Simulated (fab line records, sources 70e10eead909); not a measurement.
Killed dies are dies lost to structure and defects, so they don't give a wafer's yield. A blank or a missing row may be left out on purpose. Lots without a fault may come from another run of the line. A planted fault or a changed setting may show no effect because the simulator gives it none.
Problem report in the 8D (eight disciplines) form, filled by code | flow nand_harc | the parts of the form that need people (team, actions taken, sign-off) are left out

1. THE PROBLEM
cd_nm at NHARC_P_GATE_CD_MEAS_26 reads a mean of 124.0 nm on 3 wafers of 3 lots; wafers without a fault read 120.1 nm with a standard deviation of 0.51. That is +7.6 standard deviations from the usual mean.
The step: target cd 120 nm.
First seen on wafer L535.5, day 9 00:05, on cd_sem-02. The record holds 36 wafers of 13 lots with a number at this step. Rule for "out", or "out of limits": more than 4 standard deviations from the usual mean. The other wafers with a number count as sound.

2. WHAT IT IS AND WHAT IT IS NOT
question                    | is                     | is not
which readings at this step | cd_nm                  | -
which lots                  | L535, L536, L537       | L525, L526, L529, L531, L540, L542, L544, L545, L546, L547
which wafers of those lots  | L535.5, L536.6, L537.5 | L535.2, L536.2, L537.4
read on which gauges        | cd_sem-01, cd_sem-02   | cd_sem-03
when                        | from day 9 00:05       | up to then (13 sound wafers); but 20 sound wafers of L536, L537, L540, L542, L544, L545, L546, L547 came after

3. SUSPECTS, AND WHAT RULES EACH OUT
Counting: a tool at a process step up to the reading stays a suspect if it ran every lot that is out. Sound lots after the first of them don't rule it out here, since some wafers of a struck lot are sound.
- the gauge at NHARC_P_GATE_CD_MEAS_26: ruled out. The wafers that are out were read on 2 gauges (cd_sem-01, cd_sem-02).
- cmp-04 at NHARC_P_STI_CMP_21 (polishes, t overpolish 20 s, target thk 380.67 nm): kept. It ran every lot that is out, first L535 (day 7 16:25); its last sound lot up to then is L529 (day 5 11:23).
- litho_track-01 at NHARC_P_GATE_PEB_24 (peb time 65 s): kept. It ran every lot that is out, first L535 (day 8 23:59). Its own readings are out on those wafers: heater_power_total_W.
Left after counting: cmp-04 at NHARC_P_STI_CMP_21, litho_track-01 at NHARC_P_GATE_PEB_24.

4. THE CAUSE (what the simulator had put in)
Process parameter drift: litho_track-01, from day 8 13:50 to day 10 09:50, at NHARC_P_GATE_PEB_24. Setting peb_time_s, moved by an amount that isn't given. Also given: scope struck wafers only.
Counting left 2 suspects, and this tool is among them.

5. THE CHAIN OF EFFECTS, in route order
Each row: a reading whose mean over the struck wafers that have a number lies more than 3 standard deviations from the usual. Only readings for which the record gives a usual standard deviation are gone through. hours: the time from each lot's start at the first step in this table that gives one to its start at this step, as a median over the lots. sigmas: the change in usual standard deviations.
hours | step                    | reading              | usual    | on struck wafers | change | sigmas
0     | NHARC_P_GATE_PEB_24     | heater_power_total_W | 156.5 W  | 166.5            | +10.0  | +23
0     | NHARC_P_GATE_CD_MEAS_26 | cd_nm                | 120.1 nm | 124.0            | +3.9   | +7.6
The process steps in it:
- NHARC_P_GATE_PEB_24: peb time 65 s.

6. WHAT WOULD HAVE CAUGHT IT SOONER
In this record the first reading out of limits at a measuring or inspecting step was taken at day 9 00:05, 10 hours after the fault began at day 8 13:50.
The tool's own readings at NHARC_P_GATE_PEB_24 were out on every struck wafer that the step has a row for (heater_power_total_W): an alarm limit on them would have fired on the first of those.
Of the lots that are out (3), L536, L537 began NHARC_P_GATE_PEB_24 on litho_track-01 after day 9 00:05. A hold on the tool at that time would have spared those 2.
